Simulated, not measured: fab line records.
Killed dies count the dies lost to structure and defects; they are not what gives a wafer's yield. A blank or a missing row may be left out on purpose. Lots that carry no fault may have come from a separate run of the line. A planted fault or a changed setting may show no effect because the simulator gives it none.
fab line records | flow n5_finfet
[record] lots = 9 wafers = 27 last_day = 18
route steps=1938 shown BEOL_M4@1111 BEOL_M7@1267 PASSIVATION@1936
lots with no fault: from the same line, run without faults
start_h: the number of hours between the record's first day and the start of the first shown wafer of the lot | wait_h: time in hours since the lot's previous step | " as in the row above | L1.1+2: one row covering several wafers at once | - no value, or no start given | * or withheld: withheld | < > ~ a bound
route shown NAME@n: NAME is a module with steps in the file, n the number in the route of the first one | usual: mean/standard deviation of fault-free wafers | same: alike in all rows | chamber/n: place in a boat | sites: per-site readings | _std_site: the standard deviation of these | _edge_site: mean of outer sites minus mean of inner sites | radius_mm: for every site, how far away it sits from the centre of the wafer | mask NAME#n: copy n | behind: the last tool/chamber to shape the wafer | hold: cause of the lot's hold/its duration in hours/its outcome | device: the n, p or np transistor that did not switch | end of line: the same wafers' tests at the end of the route | for a step that has no rows: nothing shown but its recipe | killed: the dies lost at the first sort to structure and to defects; this is not the yield of the wafer | map: dies across one wafer; x = killed, . = not, _ = none there
set.NAME: the run value of the setting; set.NAME@STEP: its run value at that earlier step | model.NAME: the simulator's own value behind a step, which no gauge read
the route's steps for a sample of lots (tables are steps, rows are wafers)
services: from which hour (start_h, from the record's first day; less than 0 if before it) a tool's chamber was out of use, for how many hours, and why
[[steps]]
[step N5_BEOL_M4_RC_MEAS_101]
[usual] DIBL_N = 36.8/1.9 DIBL_P = 36.5/2.1 IOFF_N = 0.17/0.038 IOFF_P = 0.22/0.039 ION_N = 675/12 ION_P = 463/7.4 SS_N = 71.6/0.71 SS_P = 73.4/0.72 VT_N = 249/3.3 VT_P = -250/3.3
// columns lot.wafer tool chamber start_h wait_h DIBL_N[mV/V] DIBL_P[mV/V] IOFF_N[nA/um] IOFF_P[nA/um] ION_N[uA/um] ION_P[uA/um] SS_N[mV/dec] SS_P[mV/dec] VT_N[mV] VT_P[mV]
L173.1 prober-01 0 176.42 0.0 34.7 34.3 0.12 0.16 657 453 71.0 72.6 251 -256
L173.2 " 0 " " 39.9 40.0 0.21 0.24 680 459 72.7 74.3 249 -252
L173.6 " 0 " " 35.7 34.5 0.12 0.16 656 450 70.9 72.9 252 -256
L175.3 prober-02 0 195.06 0.3 37.8 37.4 0.19 0.25 672 461 71.9 73.3 248 -249
L175.4 " 0 " " 36.4 36.3 0.17 0.23 678 465 71.3 73.2 248 -247
L175.5 " 0 " " 37.7 38.7 0.19 0.27 684 472 71.3 73.7 242 -244
L177.3 prober-01 0 197.22 0.3 34.9 33.1 0.12 0.15 653 449 71.0 72.1 254 -257
L177.4 " 0 " " 35.7 34.4 0.13 0.16 665 455 71.1 72.6 255 -255
L177.6 " 0 " " 32.1 30.7 0.10 0.13 645 447 70.5 72.0 255 -255
L178.1 prober-02 0 203.56 0.0 40.9 40.5 0.23 0.29 690 470 72.9 75.1 247 -247
L178.3 " 0 " " 39.9 40.0 0.24 0.31 705 486 72.0 74.4 241 -244
L178.4 " 0 " " 36.8 35.5 0.16 0.21 678 468 70.9 73.7 249 -250
L180.4 prober-02 0 231.60 0.5 37.4 38.5 0.18 0.24 667 460 70.8 74.2 248 -250
L180.5 " 0 " " 37.9 39.4 0.20 0.28 668 461 72.4 74.2 249 -246
L180.6 " 0 " " 38.2 38.4 0.18 0.24 667 463 72.5 73.4 249 -247
L187.1 prober-01 0 287.35 0.0 39.0 37.3 0.23 0.27 668 461 73.2 73.8 247 -244
L187.3 " 0 " " 34.7 34.8 0.14 0.23 682 480 70.9 73.4 251 -248
L187.5 " 0 " " 41.0 40.3 0.31 0.33 682 470 72.9 75.1 242 -243
L190.2 prober-02 0 292.74 0.2 36.2 35.5 0.13 0.18 676 461 71.8 73.3 253 -256
L190.4 " 0 " " 38.4 37.3 0.16 0.20 667 454 72.5 73.9 252 -251
L190.5 " 0 " " 34.2 32.5 0.11 0.14 673 456 71.4 72.3 254 -257
L191.1 prober-01 0 313.53 0.0 41.5 43.1 0.26 0.28 693 473 73.3 75.2 244 -251
L191.2 " 0 " " 37.3 37.8 0.15 0.19 673 458 71.5 74.0 253 -255
L191.3 " 0 " " 36.6 36.4 0.14 0.17 672 455 71.4 73.0 254 -256
L193.2 prober-02 0 330.36 0.2 34.5 33.5 0.12 0.15 681 463 70.7 72.4 252 -252
L193.3 " 0 " " 35.6 34.9 0.13 0.17 677 462 71.7 73.2 254 -253
L193.4 " 0 " " 36.0 35.2 0.15 0.17 676 456 72.1 73.9 250 -254
[step N5_BEOL_M7_HM_DEP_02]
[recipe] material = TiN target_thk_a = 200 temp_c = 25 chamber_pressure_pa = 0.49996
[usual] throttle_valve_pct = 29.3/1
// columns lot.wafer tool chamber start_h wait_h throttle_valve_pct
L173.1 pvd_sputter-03 - 198.54 0.6 29.8
L173.2 " - " " 29.5
L173.6 " - " " 29.0
L175.3 pvd_sputter-02 - 221.37 0.4 28.2
L175.4 " - " " 26.7
L175.5 " - " " 30.6
L177.3 pvd_sputter-03 - 221.86 0.6 29.6
L177.4 " - " " 29.9
L177.6 " - " " 29.3
L178.1 pvd_sputter-01 - 224.81 1.3 28.2
L178.3 " - " " 30.0
L178.4 " - " " 29.0
L180.4 pvd_sputter-03 - 259.41 0.1 29.3
L180.5 " - " " 28.9
L180.6 " - " " 29.4
L187.1 pvd_sputter-01 - 313.04 1.5 30.0
L187.3 " - " " 28.6
L187.5 " - " " 29.8
L190.2 pvd_sputter-03 - 318.18 1.6 29.2
L190.4 " - " " 30.1
L190.5 " - " " 30.3
L191.1 pvd_sputter-02 - 336.41 0.9 28.2
L191.2 " - " " 26.9
L191.3 " - " " 30.4
L193.2 pvd_sputter-02 - 353.49 1.5 30.7
L193.3 " - " " 30.4
L193.4 " - " " 28.7
[step N5_BEOL_M7_CD_MEAS_28]
[recipe] target_cd_nm = 40 landing_energy_ev = 500 detector = se_inlens
[usual] cd_nm = 39.99/0.23
[same] landing_energy_ev = 500
// columns lot.wafer tool chamber start_h wait_h cd_nm
L173.1 cd_sem-03 0 200.68 - 40.22
L173.2 " 0 " " 39.75
L173.6 " 0 " " 39.52
L177.3 cd_sem-01 0 223.87 - 40.04
L177.4 " 0 " " 40.07
L177.6 " 0 " " 39.98
L175.3 cd_sem-02 0 224.04 - 39.60
L175.4 " 0 " " 39.98
L175.5 " 0 " " 39.57
L178.1 cd_sem-02 0 226.97 - 39.91
L178.3 " 0 " " 40.37
L178.4 " 0 " " 39.87
L180.4 cd_sem-03 0 261.55 - 39.75
L180.5 " 0 " " 39.45
L180.6 " 0 " " 39.84
L187.1 cd_sem-03 0 314.70 - 40.15
L187.3 " 0 " " 40.13
L187.5 " 0 " " 39.98
L190.2 cd_sem-01 0 320.81 - 40.11
L190.4 " 0 " " 39.84
L190.5 " 0 " " 40.09
L191.1 cd_sem-03 0 338.02 - 40.71
L191.2 " 0 " " 39.68
L191.3 " 0 " " 40.07
L193.2 cd_sem-02 0 356.41 - 40.20
L193.3 " 0 " " 39.98
L193.4 " 0 " " 39.82
[step N5_BEOL_M7_VIA_ETCH_34]
[recipe] chemistry = C4F6/O2 target = SiCOH_lowk target_depth_a = 1255 mask_material = SOC taper_deg = 4 time_s = 50.5 ion_energy_ev = 250 pressure_mtorr = 30 source_w = 345 bias_w = 185 Ar_flow_sccm = 300 C4F6_flow_sccm = 10 O2_flow_sccm = 10
[usual] O2_flow_sccm = 10.001/0.027 drypump_motor_current_A = 6.1/0.46 oes_product_au = 0.76/0.087 rf_vpp_V = 670/11 showerhead_plenum_p_Torr = 2.84/0.09 throttle_valve_pct = 20.91/0.26
// columns lot.wafer tool chamber start_h wait_h O2_flow_sccm drypump_motor_current_A oes_product_au rf_hours_counter_h rf_vpp_V showerhead_plenum_p_Torr throttle_valve_pct
L173.1 rie_diel-06 0 201.21 0.0 9.973 6.5 0.89 38 671 2.91 20.71
L173.2 " 3 " " 9.990 5.6 0.73 173 686 2.95 21.10
L173.6 " 3 " " 9.955 5.6 0.73 - 686 2.95 21.10
L177.3 rie_diel-05 0 224.17 0.0 10.052 5.9 0.88 19 673 2.89 20.36
L177.4 " 2 " " 10.029 6.7 0.68 243 648 2.81 20.87
L177.6 " 0 " " 10.022 5.9 0.89 - 672 2.89 20.36
L175.3 rie_diel-06 2 224.49 0.0 9.990 6.8 0.72 230 672 2.71 21.17
L175.4 " 3 " " 9.987 5.5 0.72 180 686 2.95 21.11
L175.5 " 3 " " 10.029 5.5 0.72 - 687 2.95 21.11
L178.1 rie_diel-05 0 227.40 0.0 9.996 6.0 0.90 21 671 2.89 20.36
L178.3 " 2 " " 10.018 6.7 0.68 244 650 2.81 20.84
L178.4 " 1 " " 9.956 5.7 0.69 218 670 2.72 21.26
L180.4 rie_diel-02 1 261.85 0.0 9.978 5.7 0.68 197 667 2.93 20.89
L180.5 " 3 " " 9.979 6.5 0.76 - 654 2.72 20.99
L180.6 " 0 " " 9.965 6.5 0.73 - 682 2.84 21.23
L187.1 rie_diel-02 0 315.00 0.0 9.987 6.5 0.72 188 683 2.83 21.24
L187.3 " 1 " " 10.009 5.7 0.64 212 667 2.92 20.90
L187.5 " 0 " " 9.982 6.5 0.72 - 681 2.83 21.23
L190.2 rie_diel-06 0 321.12 0.0 9.997 6.5 0.84 71 671 2.90 20.74
L190.4 " 0 " " 9.999 6.4 0.84 - 671 2.90 20.73
L190.5 " 3 " " 10.018 5.6 0.70 - 686 2.94 21.15
L191.1 rie_diel-06 1 338.32 0.0 10.003 5.8 0.72 185 678 2.71 20.60
L191.2 " 2 " " 10.017 6.7 0.97 6 685 3.04 20.89
L191.3 " 0 " " 10.003 6.4 0.84 77 673 2.89 20.77
L193.2 rie_diel-06 1 356.71 0.0 9.985 5.7 0.72 190 678 2.71 20.60
L193.3 " 2 " " 10.026 6.7 0.96 11 684 3.04 20.90
L193.4 " 0 " " 10.021 6.5 0.84 81 670 2.89 20.79
[step N5_BEOL_M7_OCD_MEAS_38]
[usual] trench_depth_nm = 93.1/2.2
// columns lot.wafer tool chamber start_h wait_h trench_depth_nm
L173.1 ocd-02 - 201.46 - 94.4
L173.2 " - " " 95.8
L173.6 " - " " 95.6
L177.3 ocd-02 - 224.42 - 93.0
L177.4 " - " " 93.3
L177.6 " - " " 94.4
L175.3 ocd-02 - 224.75 - 93.4
L175.4 " - " " 96.7
L175.5 " - " " 95.7
L178.1 ocd-01 - 227.65 - 93.4
L178.3 " - " " 92.8
L178.4 " - " " 89.4
L180.4 ocd-02 - 262.11 - 89.2
L180.5 " - " " 91.5
L180.6 " - " " 93.5
L187.1 ocd-01 - 315.25 - 93.3
L187.3 " - " " 83.7
L187.5 " - " " 93.7
L190.2 ocd-02 - 321.37 - 96.0
L190.4 " - " " 96.1
L190.5 " - " " 94.7
L191.1 ocd-02 - 338.57 - 92.1
L191.2 " - " " 97.4
L191.3 " - " " 96.0
L193.2 ocd-02 - 356.96 - 90.4
L193.3 " - " " 97.1
L193.4 " - " " 94.1
[step N5_BEOL_M7_SURFACE_TREAT_79]
[recipe] gas = Ar time_s = * ion_energy_ev = * ion_current_ma_cm2 = 0.5 pressure_mtorr = * ar_flow_sccm = 30
[usual] throttle_valve_pct = *
// columns lot.wafer tool chamber start_h wait_h throttle_valve_pct
L173.1 pvd_sputter-03 - 203.80 0.3 *
L173.2 " - " " *
L173.6 " - " " *
L177.3 pvd_sputter-03 - 225.72 0.2 *
L177.4 " - " " *
L177.6 " - " " *
L175.3 pvd_sputter-01 - 225.75 0.2 *
L175.4 " - " " *
L175.5 " - " " *
L178.1 pvd_sputter-03 - 229.70 1.0 *
L178.3 " - " " *
L178.4 " - " " *
L180.4 pvd_sputter-02 - 263.70 0.4 *
L180.5 " - " " *
L180.6 " - " " *
L187.1 pvd_sputter-01 - 316.48 0.2 *
L187.3 " - " " *
L187.5 " - " " *
L190.2 pvd_sputter-01 - 322.68 0.2 *
L190.4 " - " " *
L190.5 " - " " *
L191.1 pvd_sputter-02 - 340.07 0.2 *
L191.2 " - " " *
L191.3 " - " " *
L193.2 pvd_sputter-01 - 358.40 0.3 *
L193.3 " - " " *
L193.4 " - " " *
[step N5_PASSIVATION_PROBE_49]
[usual] defect_limited_yield = 91.3/1.4 killed_at_M0_to_M3 = 33/11 killed_at_M4_up = 15/6.2 killed_at_contacts = 13/6.5 killed_at_front_end = 38/11 killed_at_other = 3.4/2.6 killed_dies = 102/17 killed_on_rim = 13/4.1 killed_open = 67/12 killed_short = 34/7.9 sort_bin_4_leakage = 0.00/0.022 sort_bin_5_function = 5.1/0.88 sort_bin_6_memory = 3.3/0.65 sort_n_pass = 1078/17 sort_yield_pct = 91.3/1.4
[same] gross_dies = 1180 killed_at_back_side = 0 sort_bin_8_speed[%] = 0
// columns lot.wafer tool chamber start_h wait_h defect_limited_yield[%] killed_at_M0_to_M3 killed_at_M4_up killed_at_contacts killed_at_front_end killed_at_other killed_dies killed_on_rim killed_open killed_short sort_bin_4_leakage[%] sort_bin_5_function[%] sort_bin_6_memory[%] sort_n_pass sort_yield_pct[%]
L187.1 prober-01 - 391.87 0.0 93.2 25 13 8 33 1 80 7 57 23 0 3.6 3.0 1100 93.2
L187.3 prober-01 - 391.97 0.1 82.5 34 125 9 37 1 206 42 66 27 0 14.2 3.0 974 82.5
L187.5 prober-01 - 392.07 0.2 92.5 32 14 7 31 5 89 12 64 25 0.25 3.6 3.7 1088 92.2
// killed by level:class
L187.1 STI_FIN_REVEAL:geometric_particle:open=10 FIN_SAQP:geometric_particle:open=7 MOL_CONTACT_COAG:geometric_particle:open=7 BEOL_M1:geometric_particle:open=5 BEOL_M2:geometric_particle:open=5 BEOL_M0_SAQP:geometric_particle:short=4 BEOL_M3:geometric_particle:open=4 ILD0:geometric_particle:short=3
L187.3 BEOL_M7:area_open=113 STI_FIN_REVEAL:geometric_particle:open=11 BEOL_M1:geometric_particle:open=11 MOL_CONTACT_COAG:geometric_particle:open=8 BEOL_M2:geometric_particle:open=8 BEOL_M2:geometric_particle:short=6 FIN_SAQP:geometric_particle:short=5 DUMMY_GATE:geometric_particle:open=5
L187.5 BEOL_M0_SAQP:geometric_particle:open=8 BEOL_M1:geometric_particle:open=8 STARTING-WAFER:geometric_particle:open=7 MOL_CONTACT_COAG:geometric_particle:open=5 STI_FIN_REVEAL:geometric_particle:open=4 GATE_CUT:geometric_particle:short=4 BEOL_M1:geometric_particle:short=4 BEOL_M3:geometric_particle:open=4
[[services]]
// columns tool chamber start_h hours kind
rie_diel-05 1 198.10 1.3 repair
rie_diel-06 3 216.58 5.0 repair
rie_diel-06 1 240.99 8.6 repair
rie_diel-05 2 250.56 - clean
rie_diel-05 2 250.56 - consumable_replace:focus_ring
rie_diel-05 2 250.56 17.4 scheduled_down
rie_diel-05 2 250.56 17.4 vent_cycle
rie_diel-02 2 299.96 - clean
rie_diel-02 2 299.96 - consumable_replace:focus_ring
rie_diel-02 2 299.96 22.6 scheduled_down
rie_diel-02 2 299.96 22.6 vent_cycle
rie_diel-06 2 304.96 - clean
rie_diel-06 2 304.96 - consumable_replace:focus_ring
rie_diel-06 2 304.96 - consumable_replace:showerhead
rie_diel-06 2 304.96 12.3 scheduled_down
rie_diel-06 2 304.96 12.3 vent_cycle
rie_diel-06 1 319.92 6.7 repair
rie_diel-06 3 357.07 4.4 repair
rie_diel-05 3 357.31 - clean
rie_diel-05 3 357.31 - consumable_replace:focus_ring
rie_diel-05 3 357.31 14.6 scheduled_down
rie_diel-05 3 357.31 14.6 vent_cycle
[[key]]
[first_sign] step = N5_BEOL_M7_OCD_MEAS_38 reading = trench_depth_nm direction = down sigmas = 4.3 usual = 93.1 struck = 83.7
[effect] step = N5_PASSIVATION_PROBE_49 reading = killed_at_M4_up direction = up sigmas = 18 usual = 15 struck = 125
[more_kills_born_at] N5_BEOL_M7_HM_OPEN_17@rie_metal-02 = 113
met_at N5_BEOL_M7_HM_DEP_02
struck_lots L187
struck_wafers L187.3
not_acting_at N5_BEOL_M7_CD_MEAS_28,N5_BEOL_M7_VIA_ETCH_34,N5_BEOL_M7_SURFACE_TREAT_79
onset_between 224.81 313.04
[fault] kind = process_parameter_drift tool = pvd_sputter-01 chamber = - onset_h = 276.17 steps = N5_BEOL_M7_HM_DEP_02 channel = target_thk_a offset = * shape = step end_h = 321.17 scope = struck_wafers_only acts_in = * stated = *
